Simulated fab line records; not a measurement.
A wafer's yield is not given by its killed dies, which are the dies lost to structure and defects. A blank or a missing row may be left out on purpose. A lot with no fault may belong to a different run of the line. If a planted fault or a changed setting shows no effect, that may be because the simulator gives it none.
fab line records || flow nand_harc
[record] {"lots": 6, "wafers": 18, "last_day": 33}
route steps=1302 shown A_DECK1_JOINT@530 END@1302
lots with no fault: from the same line, run without faults
start_h: the number of hours between the record's first day and the start of the first shown wafer of the lot || wait_h: time in hours since the lot's previous step || " as in the row above || L1.1+2: several wafers, shown together as one row || - no value, or no start given || * or withheld: withheld || < > ~ a bound
route shown NAME@n: NAME is a module with steps in the file, n the number in the route of the first one || usual: mean and standard deviation over wafers with no fault || same: alike in all rows || chamber/n: place in a boat || sites: readings site by site || _std_site: their standard deviation || _edge_site: mean of outer sites minus mean of inner sites || radius_mm: for every site, how far away it sits from the centre of the wafer || mask NAME#n: copy n || behind: tool/chamber where the wafer was last shaped || hold: cause of the lot's hold/its duration in hours/its outcome || device: whichever transistor did not switch (one of n, p or np) || end of line: tests run on the same wafers once the route is complete || step lacking rows: just its recipe || killed: not the wafer's yield, but the dies lost to structure and defects at the first sort || map: the dies of a wafer, with x for killed, . for not killed, _ for no die there
set.NAME: setting as actually run; set.NAME@STEP: the setting as run at that earlier step || model.NAME: the simulator's own value behind a step, which no gauge read
certain route steps with their lots: each step a table, each wafer a row
services: from which hour (start_h, from the record's first day; less than 0 if before it) a tool's chamber was out of use, for how many hours, and why
[[steps]]
[step NHARC_A_DECK1_JOINT_ETCHBACK_00]
[recipe] {"target_depth_a": 300, "time_s": 17.4, "hbr_flow_sccm": 150, "rf_w": 350, "icp_w": 350, "bias_w": 60, "chemistry": "HBr"}
[usual] {"drypump_motor_current_A": "5.8/0.63", "oes_product_au": "0.998/0.0079", "throttle_valve_pct": "23.267/0.009"}
{"lot.wafer": "L283.2", "tool": "rie_si-06", "chamber": 3, "start_h": 270.15, "wait_h": 0.1, "drypump_motor_current_A": 5.7, "oes_product_au": 0.991, "rf_hours_counter_h": 0.13, "throttle_valve_pct": 23.270}
{"lot.wafer": "L283.1", "tool": "rie_si-06", "chamber": 1, "start_h": 270.15, "wait_h": 0.1, "drypump_motor_current_A": 5.1, "oes_product_au": 1.001, "rf_hours_counter_h": 0.06, "throttle_valve_pct": 23.277}
{"lot.wafer": "L283.4", "tool": "rie_si-06", "chamber": 2, "start_h": 270.15, "wait_h": 0.1, "drypump_motor_current_A": 6.6, "oes_product_au": 0.996, "rf_hours_counter_h": 0.09, "throttle_valve_pct": 23.263}
{"lot.wafer": "L291.3", "tool": "rie_si-01", "chamber": 2, "start_h": 333.21, "wait_h": 0.1, "drypump_motor_current_A": 6.1, "oes_product_au": 0.999, "rf_hours_counter_h": 0.68, "throttle_valve_pct": 23.263}
{"lot.wafer": "L291.1", "tool": "rie_si-01", "chamber": 0, "start_h": 333.21, "wait_h": 0.1, "drypump_motor_current_A": 5.4, "oes_product_au": 1.007, "rf_hours_counter_h": 1.03, "throttle_valve_pct": 23.262}
{"lot.wafer": "L291.6", "tool": "rie_si-01", "chamber": 2, "start_h": 333.21, "wait_h": 0.1, "drypump_motor_current_A": 6.1, "oes_product_au": 1.004, "rf_hours_counter_h": "-", "throttle_valve_pct": 23.247}
{"lot.wafer": "L294.2", "tool": "rie_si-05", "chamber": 0, "start_h": 371.05, "wait_h": 0.1, "drypump_motor_current_A": 5.7, "oes_product_au": 0.994, "rf_hours_counter_h": 0.41, "throttle_valve_pct": 23.263}
{"lot.wafer": "L294.1", "tool": "rie_si-05", "chamber": 1, "start_h": 371.05, "wait_h": 0.1, "drypump_motor_current_A": 6.7, "oes_product_au": 0.993, "rf_hours_counter_h": 0.44, "throttle_valve_pct": 23.271}
{"lot.wafer": "L294.5", "tool": "rie_si-05", "chamber": 3, "start_h": 371.05, "wait_h": 0.1, "drypump_motor_current_A": 5.0, "oes_product_au": 0.996, "rf_hours_counter_h": "-", "throttle_valve_pct": 23.276}
{"lot.wafer": "L299.2", "tool": "rie_si-05", "chamber": 2, "start_h": 407.71, "wait_h": 0.1, "drypump_motor_current_A": 5.7, "oes_product_au": 1.010, "rf_hours_counter_h": 0.71, "throttle_valve_pct": 23.280}
{"lot.wafer": "L299.1", "tool": "rie_si-05", "chamber": 1, "start_h": 407.71, "wait_h": 0.1, "drypump_motor_current_A": 6.7, "oes_product_au": 1.000, "rf_hours_counter_h": 0.71, "throttle_valve_pct": 23.267}
{"lot.wafer": "L299.5", "tool": "rie_si-05", "chamber": 2, "start_h": 407.71, "wait_h": 0.1, "drypump_motor_current_A": 5.7, "oes_product_au": 1.003, "rf_hours_counter_h": "-", "throttle_valve_pct": 23.261}
{"lot.wafer": "L300.2", "tool": "rie_si-05", "chamber": 3, "start_h": 443.96, "wait_h": 0.1, "drypump_motor_current_A": 5.0, "oes_product_au": 0.991, "rf_hours_counter_h": 0.88, "throttle_valve_pct": 23.265}
{"lot.wafer": "L300.3", "tool": "rie_si-05", "chamber": 0, "start_h": 443.96, "wait_h": 0.1, "drypump_motor_current_A": 5.8, "oes_product_au": 1.010, "rf_hours_counter_h": 0.81, "throttle_valve_pct": 23.271}
{"lot.wafer": "L300.1", "tool": "rie_si-05", "chamber": 1, "start_h": 443.96, "wait_h": 0.1, "drypump_motor_current_A": 6.7, "oes_product_au": 1.001, "rf_hours_counter_h": 0.88, "throttle_valve_pct": 23.273}
{"lot.wafer": "L303.4", "tool": "rie_si-05", "chamber": 1, "start_h": 463.76, "wait_h": 0.1, "drypump_motor_current_A": 6.7, "oes_product_au": 0.989, "rf_hours_counter_h": 0.98, "throttle_valve_pct": 23.250}
{"lot.wafer": "L303.1", "tool": "rie_si-05", "chamber": 2, "start_h": 463.76, "wait_h": 0.1, "drypump_motor_current_A": 5.7, "oes_product_au": 0.995, "rf_hours_counter_h": 1.07, "throttle_valve_pct": 23.256}
{"lot.wafer": "L303.3", "tool": "rie_si-05", "chamber": 0, "start_h": 463.76, "wait_h": 0.1, "drypump_motor_current_A": 5.7, "oes_product_au": 1.008, "rf_hours_counter_h": 0.92, "throttle_valve_pct": 23.267}
[step NHARC_A_DECK1_JOINT_PRECLEAN_30]
[recipe] {"time_s": "*", "temp_c": 50, "bath_age_min": 0, "chemistry": "SC1"}
[step NHARC_A_DECK1_JOINT_SRD_31]
[step NHARC_A_DECK1_JOINT_CVD_34]
[recipe] {"target_thk_a": 200, "temp_c": 700, "pressure_mtorr": 300, "material": "SiNx"}
[step NHARC_A_DECK1_JOINT_DEP_06]
[recipe] {"target_thk_a": 800, "temp_c": 65, "material": "SiOx"}
[step NHARC_A_DECK1_JOINT_CURE_26]
[recipe] {"temp_c": 150, "time_s": 32, "pressure_atm": 0.395}
[step NHARC_A_DECK1_JOINT_ANNEAL_27]
[recipe] {"temp_c": 400, "time_s": 3600, "idle_temp_c": 300, "ramp_up_c_per_min": 10, "densification_p_h2o_torr": 640}
[step NHARC_A_DECK1_JOINT_ANNEAL_28]
[recipe] {"temp_c": 500, "time_s": 1800, "idle_temp_c": 400, "ramp_up_c_per_min": 10, "densification_p_h2o_torr": 640}
[step NHARC_A_DECK1_JOINT_ANNEAL_29]
[recipe] {"temp_c": 750, "time_s": 1800, "idle_temp_c": 500, "ramp_up_c_per_min": 10, "ramp_down_c_per_min": 3}
[step NHARC_A_DECK1_JOINT_CMP_02]
[recipe] {"material": "SiOx"}
[usual] {"motor_current_A": "11.7/1.6", "pad_life_wafers": "185/120"}
{"lot.wafer": "L283.1", "tool": "cmp-01", "chamber": 1, "start_h": 291.84, "wait_h": 0.4, "motor_current_A": 10.0, "pad_life_wafers": 13}
{"lot.wafer": "L283.2", "tool": "cmp-01", "chamber": 2, "start_h": 291.84, "wait_h": 0.4, "motor_current_A": 8.6, "pad_life_wafers": 14}
{"lot.wafer": "L283.4", "tool": "cmp-01", "chamber": 3, "start_h": 291.84, "wait_h": 0.4, "motor_current_A": 12.5, "pad_life_wafers": 15}
{"lot.wafer": "L291.1", "tool": "cmp-04", "chamber": 3, "start_h": 354.07, "wait_h": 0.4, "motor_current_A": 13.5, "pad_life_wafers": 102}
{"lot.wafer": "L291.3", "tool": "cmp-04", "chamber": 2, "start_h": 354.07, "wait_h": 0.4, "motor_current_A": 11.4, "pad_life_wafers": 105}
{"lot.wafer": "L291.6", "tool": "cmp-04", "chamber": 3, "start_h": 354.07, "wait_h": 0.4, "motor_current_A": 12.1, "pad_life_wafers": "-"}
{"lot.wafer": "L294.1", "tool": "cmp-02", "chamber": 3, "start_h": 393.29, "wait_h": 0.4, "motor_current_A": 10.1, "pad_life_wafers": 176}
{"lot.wafer": "L294.2", "tool": "cmp-02", "chamber": 0, "start_h": 393.29, "wait_h": 0.4, "motor_current_A": 12.7, "pad_life_wafers": 177}
{"lot.wafer": "L294.5", "tool": "cmp-02", "chamber": 2, "start_h": 393.29, "wait_h": 0.4, "motor_current_A": 13.8, "pad_life_wafers": "-"}
{"lot.wafer": "L299.1", "tool": "cmp-02", "chamber": 3, "start_h": 433.51, "wait_h": 0.4, "motor_current_A": 11.2, "pad_life_wafers": 6}
{"lot.wafer": "L299.2", "tool": "cmp-02", "chamber": 2, "start_h": 433.51, "wait_h": 0.4, "motor_current_A": 14.2, "pad_life_wafers": 9}
{"lot.wafer": "L299.5", "tool": "cmp-02", "chamber": 3, "start_h": 433.51, "wait_h": 0.4, "motor_current_A": 10.4, "pad_life_wafers": "-"}
{"lot.wafer": "L300.1", "tool": "cmp-01", "chamber": 1, "start_h": 464.23, "wait_h": 0.4, "motor_current_A": 9.9, "pad_life_wafers": 384}
{"lot.wafer": "L300.2", "tool": "cmp-01", "chamber": 2, "start_h": 464.23, "wait_h": 0.4, "motor_current_A": 9.0, "pad_life_wafers": 385}
{"lot.wafer": "L300.3", "tool": "cmp-01", "chamber": 0, "start_h": 464.23, "wait_h": 0.4, "motor_current_A": 10.8, "pad_life_wafers": 387}
{"lot.wafer": "L303.3", "tool": "cmp-02", "chamber": 2, "start_h": 489.62, "wait_h": 0.4, "motor_current_A": 14.2, "pad_life_wafers": 174}
{"lot.wafer": "L303.4", "tool": "cmp-02", "chamber": 3, "start_h": 489.62, "wait_h": 0.4, "motor_current_A": 10.7, "pad_life_wafers": 175}
{"lot.wafer": "L303.1", "tool": "cmp-02", "chamber": 1, "start_h": 489.62, "wait_h": 0.4, "motor_current_A": 10.4, "pad_life_wafers": 177}
[step NHARC_A_DECK1_JOINT_SRD_15]
[step NHARC_A_DECK1_JOINT_DEP_16]
[recipe] {"target_thk_a": 450, "temp_c": 400, "pressure_torr": 6.5, "rf_w": 900, "teos_flow_sccm": 161.4, "flow_sccm": 2650, "target_thk_nm": 45, "gas": "O2", "material": "SiO2"}
[usual] {"heater_power_w": "561/68", "mfc_precursor_sccm": "161.4/0.51", "throttle_valve_pct": "15.7/0.54"}
{"lot.wafer": "L283.2", "tool": "pecvd-01", "chamber": 0, "start_h": 292.24, "wait_h": 0.1, "heater_power_w": 532, "mfc_precursor_sccm": 162.1, "throttle_valve_pct": 16.2}
{"lot.wafer": "L283.1", "tool": "pecvd-01", "chamber": 1, "start_h": 292.24, "wait_h": 0.1, "heater_power_w": 529, "mfc_precursor_sccm": 161.8, "throttle_valve_pct": 15.3}
{"lot.wafer": "L283.4", "tool": "pecvd-01", "chamber": 0, "start_h": 292.24, "wait_h": 0.1, "heater_power_w": 534, "mfc_precursor_sccm": 162.1, "throttle_valve_pct": 16.6}
{"lot.wafer": "L291.3", "tool": "pecvd-03", "chamber": 0, "start_h": 354.46, "wait_h": 0.1, "heater_power_w": 562, "mfc_precursor_sccm": 241.0, "throttle_valve_pct": 15.8}
{"lot.wafer": "L291.1", "tool": "pecvd-03", "chamber": 2, "start_h": 354.46, "wait_h": 0.1, "heater_power_w": 518, "mfc_precursor_sccm": 161.3, "throttle_valve_pct": 16.1}
{"lot.wafer": "L291.6", "tool": "pecvd-03", "chamber": 2, "start_h": 354.46, "wait_h": 0.1, "heater_power_w": 516, "mfc_precursor_sccm": 161.7, "throttle_valve_pct": 16.1}
{"lot.wafer": "L294.1", "tool": "pecvd-03", "chamber": 0, "start_h": 393.67, "wait_h": 0.1, "heater_power_w": 561, "mfc_precursor_sccm": 240.2, "throttle_valve_pct": 15.5}
{"lot.wafer": "L294.2", "tool": "pecvd-03", "chamber": 1, "start_h": 393.67, "wait_h": 0.1, "heater_power_w": 566, "mfc_precursor_sccm": 161.1, "throttle_valve_pct": 15.8}
{"lot.wafer": "L294.5", "tool": "pecvd-03", "chamber": 0, "start_h": 393.67, "wait_h": 0.1, "heater_power_w": 580, "mfc_precursor_sccm": 240.2, "throttle_valve_pct": 15.7}
{"lot.wafer": "L299.2", "tool": "pecvd-04", "chamber": 0, "start_h": 433.93, "wait_h": 0.1, "heater_power_w": 521, "mfc_precursor_sccm": 162.0, "throttle_valve_pct": 15.0}
{"lot.wafer": "L299.1", "tool": "pecvd-04", "chamber": 1, "start_h": 433.93, "wait_h": 0.1, "heater_power_w": 377, "mfc_precursor_sccm": 161.5, "throttle_valve_pct": 16.1}
{"lot.wafer": "L299.5", "tool": "pecvd-04", "chamber": 0, "start_h": 433.93, "wait_h": 0.1, "heater_power_w": 532, "mfc_precursor_sccm": 161.4, "throttle_valve_pct": 15.0}
{"lot.wafer": "L300.2", "tool": "pecvd-03", "chamber": 1, "start_h": 464.62, "wait_h": 0.1, "heater_power_w": 516, "mfc_precursor_sccm": 161.2, "throttle_valve_pct": 15.9}
{"lot.wafer": "L300.3", "tool": "pecvd-03", "chamber": 2, "start_h": 464.62, "wait_h": 0.1, "heater_power_w": 664, "mfc_precursor_sccm": 162.3, "throttle_valve_pct": 15.9}
{"lot.wafer": "L300.1", "tool": "pecvd-03", "chamber": 0, "start_h": 464.62, "wait_h": 0.1, "heater_power_w": 620, "mfc_precursor_sccm": 161.3, "throttle_valve_pct": 15.2}
{"lot.wafer": "L303.3", "tool": "pecvd-04", "chamber": 1, "start_h": 490.04, "wait_h": 0.1, "heater_power_w": 499, "mfc_precursor_sccm": 161.0, "throttle_valve_pct": 15.5}
{"lot.wafer": "L303.1", "tool": "pecvd-04", "chamber": 2, "start_h": 490.04, "wait_h": 0.1, "heater_power_w": 601, "mfc_precursor_sccm": 161.6, "throttle_valve_pct": 15.7}
{"lot.wafer": "L303.4", "tool": "pecvd-04", "chamber": 1, "start_h": 490.04, "wait_h": 0.1, "heater_power_w": 498, "mfc_precursor_sccm": 160.6, "throttle_valve_pct": 15.6}
[step NHARC_A_DECK1_JOINT_THK_MEAS_17]
[recipe] {"thk_meas_gauge": "ellipsometry"}
[usual] {"thk_nm": "44.8/1.1"}
{"lot.wafer": "L283.1", "tool": "film_metro-01", "chamber": "-", "start_h": 292.49, "wait_h": 0.2, "thk_nm": 43.2}
{"lot.wafer": "L283.2", "tool": "film_metro-01", "chamber": "-", "start_h": 292.49, "wait_h": 0.2, "thk_nm": 44.8}
{"lot.wafer": "L283.4", "tool": "film_metro-01", "chamber": "-", "start_h": 292.49, "wait_h": 0.2, "thk_nm": 44.2}
{"lot.wafer": "L291.1", "tool": "film_metro-01", "chamber": "-", "start_h": 354.74, "wait_h": 0.2, "thk_nm": 44.6}
{"lot.wafer": "L291.3", "tool": "film_metro-01", "chamber": "-", "start_h": 354.74, "wait_h": 0.2, "thk_nm": 67.1}
{"lot.wafer": "L291.6", "tool": "film_metro-01", "chamber": "-", "start_h": 354.74, "wait_h": 0.2, "thk_nm": 44.5}
{"lot.wafer": "L294.1", "tool": "film_metro-02", "chamber": "-", "start_h": 393.92, "wait_h": 0.2, "thk_nm": 67.4}
{"lot.wafer": "L294.2", "tool": "film_metro-02", "chamber": "-", "start_h": 393.92, "wait_h": 0.2, "thk_nm": 44.6}
{"lot.wafer": "L294.5", "tool": "film_metro-02", "chamber": "-", "start_h": 393.92, "wait_h": 0.2, "thk_nm": 67.5}
{"lot.wafer": "L299.1", "tool": "film_metro-01", "chamber": "-", "start_h": 434.18, "wait_h": 0.2, "thk_nm": 44.8}
{"lot.wafer": "L299.2", "tool": "film_metro-01", "chamber": "-", "start_h": 434.18, "wait_h": 0.2, "thk_nm": 44.7}
{"lot.wafer": "L299.5", "tool": "film_metro-01", "chamber": "-", "start_h": 434.18, "wait_h": 0.2, "thk_nm": 47.0}
{"lot.wafer": "L300.1", "tool": "film_metro-01", "chamber": "-", "start_h": 464.90, "wait_h": 0.2, "thk_nm": 44.7}
{"lot.wafer": "L300.2", "tool": "film_metro-01", "chamber": "-", "start_h": 464.90, "wait_h": 0.2, "thk_nm": 43.9}
{"lot.wafer": "L300.3", "tool": "film_metro-01", "chamber": "-", "start_h": 464.90, "wait_h": 0.2, "thk_nm": 42.8}
{"lot.wafer": "L303.1", "tool": "film_metro-01", "chamber": "-", "start_h": 490.29, "wait_h": 0.2, "thk_nm": 45.9}
{"lot.wafer": "L303.3", "tool": "film_metro-01", "chamber": "-", "start_h": 490.29, "wait_h": 0.2, "thk_nm": 45.3}
{"lot.wafer": "L303.4", "tool": "film_metro-01", "chamber": "-", "start_h": 490.29, "wait_h": 0.2, "thk_nm": 45.5}
[step NHARC_A_DECK1_JOINT_INSPECT_05]
[usual] {"raw_defect_count": "331/110"}
{"lot.wafer": "L283.1", "tool": "defect_inspect-01", "chamber": "-", "start_h": 292.53, "wait_h": 0.0, "raw_defect_count": 416}
{"lot.wafer": "L283.2", "tool": "defect_inspect-01", "chamber": "-", "start_h": 292.53, "wait_h": 0.0, "raw_defect_count": 305}
{"lot.wafer": "L283.4", "tool": "defect_inspect-01", "chamber": "-", "start_h": 292.53, "wait_h": 0.0, "raw_defect_count": 303}
{"lot.wafer": "L291.1", "tool": "defect_inspect-02", "chamber": "-", "start_h": 354.77, "wait_h": 0.0, "raw_defect_count": 305}
{"lot.wafer": "L291.3", "tool": "defect_inspect-02", "chamber": "-", "start_h": 354.77, "wait_h": 0.0, "raw_defect_count": 234}
{"lot.wafer": "L291.6", "tool": "defect_inspect-02", "chamber": "-", "start_h": 354.77, "wait_h": 0.0, "raw_defect_count": 301}
{"lot.wafer": "L294.1", "tool": "defect_inspect-01", "chamber": "-", "start_h": 393.95, "wait_h": 0.0, "raw_defect_count": 578}
{"lot.wafer": "L294.2", "tool": "defect_inspect-01", "chamber": "-", "start_h": 393.95, "wait_h": 0.0, "raw_defect_count": 202}
{"lot.wafer": "L294.5", "tool": "defect_inspect-01", "chamber": "-", "start_h": 393.95, "wait_h": 0.0, "raw_defect_count": 439}
{"lot.wafer": "L299.1", "tool": "defect_inspect-02", "chamber": "-", "start_h": 434.21, "wait_h": 0.0, "raw_defect_count": 229}
{"lot.wafer": "L299.2", "tool": "defect_inspect-02", "chamber": "-", "start_h": 434.21, "wait_h": 0.0, "raw_defect_count": 417}
{"lot.wafer": "L299.5", "tool": "defect_inspect-02", "chamber": "-", "start_h": 434.21, "wait_h": 0.0, "raw_defect_count": 176}
{"lot.wafer": "L300.1", "tool": "defect_inspect-01", "chamber": "-", "start_h": 464.94, "wait_h": 0.0, "raw_defect_count": 259}
{"lot.wafer": "L300.2", "tool": "defect_inspect-01", "chamber": "-", "start_h": 464.94, "wait_h": 0.0, "raw_defect_count": 182}
{"lot.wafer": "L300.3", "tool": "defect_inspect-01", "chamber": "-", "start_h": 464.94, "wait_h": 0.0, "raw_defect_count": 427}
{"lot.wafer": "L303.1", "tool": "defect_inspect-01", "chamber": "-", "start_h": 490.32, "wait_h": 0.0, "raw_defect_count": 416}
{"lot.wafer": "L303.3", "tool": "defect_inspect-01", "chamber": "-", "start_h": 490.32, "wait_h": 0.0, "raw_defect_count": 316}
{"lot.wafer": "L303.4", "tool": "defect_inspect-01", "chamber": "-", "start_h": 490.32, "wait_h": 0.0, "raw_defect_count": 421}
[step NHARC_END_SORT_01]
[recipe] {"temp_c": 25}
[usual] {"killed_at_array": "58/20", "killed_at_other": "0.9/1.4", "killed_at_periphery": "4/3.1", "killed_dies": "63/20", "killed_open": "3.3/1.8", "killed_short": "2.4/1.5"}
[same] {"gross_dies": 677}
{"lot.wafer": "L299.1", "tool": "prober-02", "chamber": 0, "start_h": 730.51, "wait_h": 2.5, "killed_at_array": 62, "killed_at_other": 1, "killed_at_periphery": 5, "killed_dies": 68, "killed_open": 4, "killed_short": 5}
{"lot.wafer": "L299.2", "tool": "prober-02", "chamber": 0, "start_h": 731.33, "wait_h": 2.8, "killed_at_array": 71, "killed_at_other": 1, "killed_at_periphery": 4, "killed_dies": 76, "killed_open": 3, "killed_short": 3}
{"lot.wafer": "L299.5", "tool": "prober-02", "chamber": 0, "start_h": 733.78, "wait_h": 3.8, "killed_at_array": 66, "killed_at_other": 0, "killed_at_periphery": 2, "killed_dies": 68, "killed_open": 6, "killed_short": 1}
// killed by level:class
L299.1 A_SLIT:chamber_film_flake=18 A_CHANNEL_HOLE_D1:chamber_film_flake=17 A_CHANNEL_HOLE_D2:chamber_film_flake=8 A_BLC:chamber_film_flake=5 A_STAIRCASE:chamber_film_flake=3 P_M0:geometric_particle:open=2 P_GATE:chamber_film_flake=2 A_CONTACT:chamber_film_flake=2
L299.2 A_SLIT:chamber_film_flake=29 A_CHANNEL_HOLE_D2:chamber_film_flake=16 A_CHANNEL_HOLE_D1:chamber_film_flake=7 A_CONTACT:chamber_film_flake=6 A_BLC:chamber_film_flake=6 A_STAIRCASE:chamber_film_flake=4 A_M0:geometric_particle:open=2 P_GATE:geometric_particle:short=1
L299.5 A_SLIT:chamber_film_flake=27 A_CHANNEL_HOLE_D2:chamber_film_flake=14 A_CONTACT:chamber_film_flake=7 A_CHANNEL_HOLE_D1:chamber_film_flake=6 A_M1:geometric_particle:open=3 A_BLC:chamber_film_flake=3 P_M1:geometric_particle:open=1 A_ONON_D1:geometric_particle:short=1
[[services]]
{"tool": "cmp-04", "chamber": "-", "start_h": 247.95, "hours": 2.1, "kind": "repair"}
{"tool": "rie_si-06", "chamber": "-", "start_h": 249.00, "hours": 9.0, "kind": "pm"}
{"tool": "pecvd-01", "chamber": "-", "start_h": 262.52, "hours": 0.3, "kind": "repair"}
{"tool": "pecvd-04", "chamber": "-", "start_h": 269.01, "hours": 13.0, "kind": "pm"}
{"tool": "cmp-01", "chamber": "-", "start_h": 283.77, "hours": 4.0, "kind": "pm"}
{"tool": "rie_si-05", "chamber": "-", "start_h": 305.00, "hours": 9.0, "kind": "pm"}
{"tool": "cmp-02", "chamber": "-", "start_h": 330.94, "hours": 4.0, "kind": "pm"}
{"tool": "rie_si-05", "chamber": 1, "start_h": 336.86, "hours": 1.0, "kind": "repair"}
{"tool": "pecvd-03", "chamber": 1, "start_h": 362.15, "hours": 10.5, "kind": "repair"}
{"tool": "pecvd-03", "chamber": "-", "start_h": 366.08, "hours": 13.0, "kind": "pm"}
{"tool": "cmp-02", "chamber": "-", "start_h": 367.07, "hours": 0.8, "kind": "repair"}
{"tool": "cmp-01", "chamber": "-", "start_h": 377.09, "hours": 1.1, "kind": "repair"}
{"tool": "cmp-01", "chamber": "-", "start_h": 381.77, "hours": 4.0, "kind": "pm"}
{"tool": "cmp-02", "chamber": "-", "start_h": 384.72, "hours": 0.3, "kind": "repair"}
{"tool": "cmp-01", "chamber": "-", "start_h": 390.48, "hours": 1.3, "kind": "repair"}
{"tool": "cmp-02", "chamber": "-", "start_h": 428.94, "hours": 4.0, "kind": "pm"}
{"tool": "cmp-02", "chamber": "-", "start_h": 446.05, "hours": 2.8, "kind": "repair"}
{"tool": "rie_si-05", "chamber": 3, "start_h": 446.17, "hours": 5.7, "kind": "repair"}
{"tool": "pecvd-04", "chamber": "-", "start_h": 450.01, "hours": 13.0, "kind": "pm"}
{"tool": "cmp-02", "chamber": "-", "start_h": 472.56, "hours": 0.4, "kind": "repair"}
{"tool": "pecvd-04", "chamber": 2, "start_h": 474.05, "hours": 12.7, "kind": "repair"}
{"tool": "cmp-01", "chamber": "-", "start_h": 479.77, "hours": 4.0, "kind": "pm"}
{"tool": "rie_si-05", "chamber": "-", "start_h": 482.00, "hours": 9.0, "kind": "pm"}
{"tool": "pecvd-03", "chamber": 2, "start_h": 484.57, "hours": 12.3, "kind": "repair"}
[[key]]
[first_sign] {"step": "NHARC_A_DECK1_JOINT_DEP_16", "reading": "mfc_precursor_sccm", "direction": "up", "sigmas": "99+", "usual": 161.4, "struck": 240.4}
[effect] {"step": "NHARC_A_DECK1_JOINT_THK_MEAS_17", "reading": "thk_nm", "direction": "up", "sigmas": 20, "usual": 44.8, "struck": 67.3}
met_at NHARC_A_DECK1_JOINT_DEP_16
struck_wafers L291.3,L294.1,L294.5
tester_left_out L291,L294
[fault] {"kind": "process_parameter_drift", "tool": "pecvd-03", "chamber": 0, "onset_h": 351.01, "steps": "NHARC_A_DECK1_JOINT_DEP_16", "channel": "teos_flow_sccm", "offset": "*", "shape": "step", "end_h": 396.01, "acts_in": "*", "stated": "*"}
// tester_left_out: of these lots the tester's yield and bins aren't shown, on N5 and GAA mostly nor the transistor test; their killed dies are dies lost to structure and defects alone, not to doping, threshold or leakage, so they don't give the yield
